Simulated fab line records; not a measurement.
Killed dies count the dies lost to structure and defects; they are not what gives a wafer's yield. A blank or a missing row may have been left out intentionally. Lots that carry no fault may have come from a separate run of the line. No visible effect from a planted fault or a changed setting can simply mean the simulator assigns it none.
fab line records -- flow nand_harc
[record] lots = 14, wafers = 42, last_day = 24
route steps=1159 shown A_ZERO_WELL@403 A_ONON_D1@426 END@1159
lots that met no fault: from a run of the same line without faults
start_h: hours from the record's opening day to when the first of the lot's shown wafers began -- wait_h: time in hours since the lot's previous step -- " unchanged from the row above -- L1.1+2: a row that stands for several wafers -- - no value present, or no start provided -- * or withheld: withheld -- < > ~ a bound
route shown NAME@n: a module of which the file shows steps, and the number in the route of the first -- usual: mean and standard deviation over wafers with no fault -- same: alike in all rows -- chamber/n: place in a boat -- sites: readings site by site -- _std_site: standard deviation of those values -- _edge_site: the outer-site mean with the inner-site mean subtracted -- radius_mm: for every site, how far away it sits from the centre of the wafer -- mask NAME#n: copy n -- behind: the last tool/chamber to shape the wafer -- hold: the reason the lot was held/the length of the hold in hours/how it ended -- device: the n, p or np transistor that did not switch -- end of line: the same wafers' tests at the end of the route -- a step without rows: its recipe alone -- killed: dies lost to structure and defects at the first sort, not the wafer's yield -- map: shows each die of a wafer: x if killed, . if not, _ if none is there
set.NAME: the run value of the setting; set.NAME@STEP: its run value at that earlier step -- model.NAME: the simulator's own value behind a step, which no gauge read
the route's steps for a sample of lots (tables are steps, rows are wafers)
services: when a tool's chamber went out of use (start_h, in hours from the record's first day, below 0 if earlier), for how many hours, and the reason
[[steps]]
[step NHARC_A_ZERO_WELL_DESCUM_12]
[recipe] time_s = 3, o2_flow_sccm = 200, ar_flow_sccm = 0, bias_power_w = 0, chemistry = O2
[usual] drypump_motor_current_A = 5.6/0.56, oes_product_au = 0.999/0.012, rf_vpp_V = 57.6/0.85, showerhead_plenum_p_Torr = 1.90/0.094, throttle_valve_pct = 11.311/0.0093
lot.wafer,tool,chamber,start_h,wait_h,drypump_motor_current_A,oes_product_au,rf_hours_counter_h,rf_vpp_V,showerhead_plenum_p_Torr,throttle_valve_pct
L293.4,rie_diel-04,1,135.73,-,5.6,0.981,2,58.1,1.82,11.305
L293.6,rie_diel-04,0,135.73,-,5.9,0.984,-,56.8,1.84,11.309
L293.5,rie_diel-04,1,135.73,-,5.6,0.981,-,56.9,1.82,11.292
L294.1,rie_diel-05,2,147.43,-,5.2,0.999,11,57.0,2.06,11.306
L294.6,rie_diel-05,3,147.43,-,5.2,0.994,-,57.8,1.99,11.318
L294.5,rie_diel-05,0,147.43,-,5.0,0.988,-,56.3,1.80,11.307
L297.5,rie_diel-04,3,158.79,-,6.7,0.988,-,57.6,1.83,11.325
L297.4,rie_diel-04,1,158.79,-,5.6,0.978,-,59.8,1.82,11.296
L297.6,rie_diel-04,2,158.79,-,5.4,1.014,-,57.8,1.97,11.304
L300.1,rie_diel-12,3,165.78,-,6.1,0.972,10,58.2,1.99,11.314
L300.2,rie_diel-12,0,165.78,-,5.8,1.002,10,58.9,1.97,11.307
L300.4,rie_diel-12,2,165.78,-,5.8,0.989,-,57.8,1.82,11.296
L298.1,rie_diel-12,3,166.17,-,6.1,0.979,10,57.6,1.99,11.300
L298.2,rie_diel-12,0,166.17,-,5.8,1.007,10,57.2,1.97,11.310
L298.6,rie_diel-12,2,166.17,-,5.8,0.991,-,58.9,1.82,11.307
L299.3,rie_diel-04,1,170.06,-,5.6,0.979,8,56.9,1.82,11.317
L299.5,rie_diel-04,3,170.06,-,6.7,0.995,-,57.8,1.82,11.304
L299.6,rie_diel-04,1,170.06,-,5.6,0.978,-,57.0,1.82,11.310
L301.4,rie_diel-12,0,183.33,-,5.9,1.005,12,58.3,1.97,11.314
L301.5,rie_diel-12,2,183.33,-,5.8,0.987,-,58.0,1.82,11.315
L301.6,rie_diel-12,3,183.33,-,6.1,0.980,-,58.4,1.98,11.304
L302.4,rie_diel-05,3,190.06,-,5.2,1.003,1,58.2,1.99,11.312
L302.6,rie_diel-05,1,190.06,-,4.7,1.000,-,56.5,1.79,11.314
L302.5,rie_diel-05,2,190.06,-,5.1,1.010,-,57.7,2.06,11.333
L303.2,rie_diel-05,0,191.28,-,5.0,1.020,1,58.0,1.80,11.320
L303.4,rie_diel-05,1,191.28,-,4.7,0.997,2,57.3,1.79,11.333
L303.1,rie_diel-05,2,191.28,-,5.2,1.005,2,57.9,2.06,11.323
L304.2,rie_diel-05,1,198.24,-,4.7,1.014,2,58.0,1.79,11.296
L304.4,rie_diel-05,2,198.24,-,5.2,1.018,2,57.9,2.06,11.303
L304.6,rie_diel-05,1,198.24,-,4.7,0.995,-,57.4,1.79,11.330
L310.4,rie_diel-12,2,230.84,-,5.8,1.000,1,57.2,1.82,11.309
L310.1,rie_diel-12,0,230.84,-,5.8,1.003,1,58.4,1.97,11.291
L310.3,rie_diel-12,1,230.84,-,6.5,0.998,1,58.3,1.91,11.314
L311.1,rie_diel-05,3,241.02,-,5.3,1.001,6,58.5,1.98,11.315
L311.2,rie_diel-05,0,241.02,-,4.9,1.012,6,56.4,1.80,11.301
L311.5,rie_diel-05,3,241.02,-,5.3,1.005,-,56.4,1.99,11.309
L313.4,rie_diel-05,3,256.90,-,5.2,0.995,7,57.5,1.98,11.315
L313.1,rie_diel-05,0,256.90,-,4.9,1.002,7,56.9,1.80,11.303
L313.2,rie_diel-05,2,256.90,-,5.2,1.015,6,58.4,2.06,11.328
L315.2,rie_diel-04,3,262.61,-,6.6,1.002,16,57.0,1.82,11.321
L315.1,rie_diel-04,0,262.61,-,5.9,0.996,12,56.5,1.84,11.315
L315.6,rie_diel-04,2,262.61,-,5.4,1.012,-,58.5,1.96,11.322
[step NHARC_A_ONON_D1_DEP_03]
[recipe] target_thk_a = 10000, n2_flow_sccm = 2750, n2o_flow_sccm = 2000, nh3_flow_sccm = 500, sih4_flow_sccm = 210, temp_c = 400
lot.wafer,tool,chamber,start_h,wait_h
L293.4+5+6,pecvd_onon-04,0,157.46,0.2
L294.1+5+6,pecvd_onon-04,0,177.34,0.1
L297.4+5+6,pecvd_onon-02,0,177.86,0.2
L298.1+2+6,pecvd_onon-04,0,192.14,0.1
L300.1+2+4,pecvd_onon-02,0,192.15,0.1
L299.3+5+6,pecvd_onon-03,0,192.25,0.2
L301.4+5+6,pecvd_onon-04,0,207.89,0.2
L303.1+2+4,pecvd_onon-04,0,215.00,0.1
L302.4+5+6,pecvd_onon-02,0,215.18,0.2
L304.2+4+6,pecvd_onon-03,0,227.08,0.1
L310.1+3+4,pecvd_onon-04,0,254.91,0.1
L311.1+2+5,pecvd_onon-03,0,263.37,0.1
L315.1+2+6,pecvd_onon-03,0,281.83,0.1
L313.1+2+4,pecvd_onon-04,0,281.83,0.1
[step NHARC_A_ONON_D1_THK_MEAS_05]
[recipe] thk_meas_gauge = ellipsometry
[usual] thk_nm = 1004/6.4
lot.wafer,tool,chamber,start_h,wait_h,thk_nm
L293.4,film_metro-01,-,157.80,-,1010
L293.5,film_metro-01,-,157.80,-,1012
L293.6,film_metro-01,-,157.80,-,1011
L294.1,film_metro-01,-,177.84,-,998
L294.5,film_metro-01,-,177.84,-,995
L294.6,film_metro-01,-,177.84,-,996
L297.4,film_metro-02,-,178.20,-,1013
L297.5,film_metro-02,-,178.20,-,1012
L297.6,film_metro-02,-,178.20,-,1013
L298.1,film_metro-01,-,192.64,-,1003
L298.2,film_metro-01,-,192.64,-,1004
L298.6,film_metro-01,-,192.64,-,1004
L299.3,film_metro-02,-,192.65,-,1020
L299.5,film_metro-02,-,192.65,-,1019
L299.6,film_metro-02,-,192.65,-,1021
L300.1,film_metro-01,-,192.67,-,1015
L300.2,film_metro-01,-,192.67,-,1013
L300.4,film_metro-01,-,192.67,-,1014
L301.4,film_metro-01,-,208.23,-,999
L301.5,film_metro-01,-,208.23,-,997
L301.6,film_metro-01,-,208.23,-,999
L303.1,film_metro-02,-,215.51,-,998
L303.2,film_metro-02,-,215.51,-,999
L303.4,film_metro-02,-,215.51,-,1001
L302.4,film_metro-02,-,215.55,-,1005
L302.5,film_metro-02,-,215.55,-,1004
L302.6,film_metro-02,-,215.55,-,1005
L304.2,film_metro-02,-,227.54,-,1004
L304.4,film_metro-02,-,227.54,-,1005
L304.6,film_metro-02,-,227.54,-,1005
L310.1,film_metro-01,-,255.42,-,597
L310.3,film_metro-01,-,255.42,-,597
L310.4,film_metro-01,-,255.42,-,595
L311.1,film_metro-02,-,263.89,-,1008
L311.2,film_metro-02,-,263.89,-,1010
L311.5,film_metro-02,-,263.89,-,1008
L315.1,film_metro-02,-,282.34,-,995
L315.2,film_metro-02,-,282.34,-,993
L315.6,film_metro-02,-,282.34,-,990
L313.1,film_metro-02,-,282.35,-,601
L313.2,film_metro-02,-,282.35,-,605
L313.4,film_metro-02,-,282.35,-,602
[step NHARC_END_SORT_01]
[recipe] temp_c = 25
[usual] killed_at_array = 28/10, killed_at_other = 0.5/0.82, killed_at_periphery = 3.4/2.2, killed_dies = 31/10, killed_open = 3.4/1.9, killed_short = 1.9/1.3
[same] gross_dies = 677
lot.wafer,tool,chamber,start_h,wait_h,killed_at_array,killed_at_other,killed_at_periphery,killed_dies,killed_open,killed_short
L310.1,prober-02,0,547.43,2.5,675,0,2,677,7,1
L310.3,prober-02,0,549.02,3.1,669,0,8,677,5,3
L310.4,prober-02,0,549.81,3.4,675,0,2,677,4,5
L313.1,prober-01,0,569.14,2.5,674,0,3,677,4,1
L313.2,prober-01,0,569.94,2.8,676,0,1,677,0,1
L313.4,prober-01,0,571.55,3.4,673,0,4,677,3,1
// killed by level:class
L310.1 A_ONON_D1:area_dep=641 A_SLIT:chamber_film_flake=12 A_STAIRCASE:chamber_film_flake=7 A_CHANNEL_HOLE_D1:chamber_film_flake=4 A_CONTACT:chamber_film_flake=3 A_ONON_D1:geometric_particle:open=2 P_M0:geometric_particle:open=1 A_SOURCE_PLATE:geometric_particle:open=1
L310.3 A_ONON_D1:area_dep=632 A_SLIT:chamber_film_flake=14 A_CONTACT:chamber_film_flake=10 A_CHANNEL_HOLE_D1:chamber_film_flake=6 P_STI:chamber_film_flake=3 P_M0:chamber_film_flake=3 A_CONTACT:geometric_particle:open=2 P_CONTACT:geometric_particle:short=1
L310.4 A_ONON_D1:area_dep=638 A_SLIT:chamber_film_flake=15 A_CHANNEL_HOLE_D1:chamber_film_flake=4 A_STAIRCASE:chamber_film_flake=4 A_BLC:chamber_film_flake=4 A_CONTACT:geometric_particle:short=2 A_CONTACT:chamber_film_flake=2 P_GATE:geometric_particle:short=1
L313.1 A_ONON_D1:area_dep=629 A_CHANNEL_HOLE_D1:chamber_film_flake=21 A_STAIRCASE:chamber_film_flake=7 A_CONTACT:chamber_film_flake=7 A_M0:chamber_film_flake=5 A_WL_FILL:chamber_film_flake=2 P_GATE:geometric_particle:open=1 P_CONTACT:geometric_particle:short=1
L313.2 A_ONON_D1:area_dep=644 A_CHANNEL_HOLE_D1:chamber_film_flake=18 A_STAIRCASE:chamber_film_flake=5 A_CONTACT:chamber_film_flake=4 A_WL_FILL:chamber_film_flake=3 A_BLC:geometric_particle:short=1 P_GATE:chamber_film_flake=1 A_M0:chamber_film_flake=1
L313.4 A_ONON_D1:area_dep=642 A_CHANNEL_HOLE_D1:chamber_film_flake=12 A_STAIRCASE:chamber_film_flake=7 A_CONTACT:chamber_film_flake=4 A_M0:chamber_film_flake=3 A_SLIT:chamber_film_flake=2 A_WL_FILL:chamber_film_flake=2 P_GATE:geometric_particle:open=1
[[services]]
tool,chamber,start_h,hours,kind
rie_diel-04,-,111.93,9.0,pm
pecvd_onon-03,-,116.06,3.8,repair
rie_diel-05,0,118.17,-,clean
rie_diel-05,1,118.17,-,clean
rie_diel-05,2,118.17,-,clean
rie_diel-05,3,118.17,-,clean
rie_diel-12,1,130.40,6.2,repair
rie_diel-05,0,142.67,-,clean
rie_diel-05,1,142.67,-,clean
rie_diel-05,2,142.67,-,clean
rie_diel-05,3,142.67,-,clean
rie_diel-12,1,145.08,24.0,repair
rie_diel-04,0,152.34,20.3,repair
pecvd_onon-03,-,153.40,13.0,pm
rie_diel-05,1,159.67,9.4,repair
rie_diel-05,-,163.60,9.0,pm
rie_diel-05,0,163.60,9.0,vent_cycle
rie_diel-04,-,179.77,26.1,repair
rie_diel-12,-,202.46,9.0,pm
rie_diel-05,2,206.74,8.2,repair
rie_diel-12,-,234.85,15.0,repair
pecvd_onon-04,-,237.34,13.0,pm
rie_diel-04,-,268.50,1.5,repair
rie_diel-04,3,281.11,4.1,repair
[[key]]
[first_sign] step = NHARC_A_ONON_D1_THK_MEAS_05, reading = thk_nm, direction = down, sigmas = 64, usual = 1004, struck = 599
[effect] step = NHARC_END_SORT_01, reading = killed_at_array, direction = up, sigmas = 63, usual = 28, struck = 674
[more_kills_born_at] NHARC_A_ONON_D1_DEP_03@pecvd_onon-04 = 3826
met_at NHARC_A_ONON_D1_DEP_03
struck_lots L310,L313
struck_wafers L310.1,L310.3,L310.4,L313.1,L313.2,L313.4
later_rows_left_out L310.1,L310.3,L310.4,L313.1,L313.2,L313.4
tester_left_out L310,L313
not_acting_at NHARC_A_ZERO_WELL_DESCUM_12
onset_between 215.00 254.91
[fault] kind = process_parameter_drift, tool = pecvd_onon-04, chamber = 0, onset_h = 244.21, steps = NHARC_A_ONON_D1_DEP_03, channel = target_thk_a, offset = *, shape = step, end_h = 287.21, acts_in = *, stated = *
// tester_left_out: of these lots the tester's yield and bins aren't shown, on N5 and GAA mostly nor the transistor test; their killed dies are dies lost to structure and defects alone, not to doping, threshold or leakage, so they don't give the yield
// later_rows_left_out: the simulator's readings of these wafers behind a module that went badly wrong aren't trusted and aren't shown, but for the sort
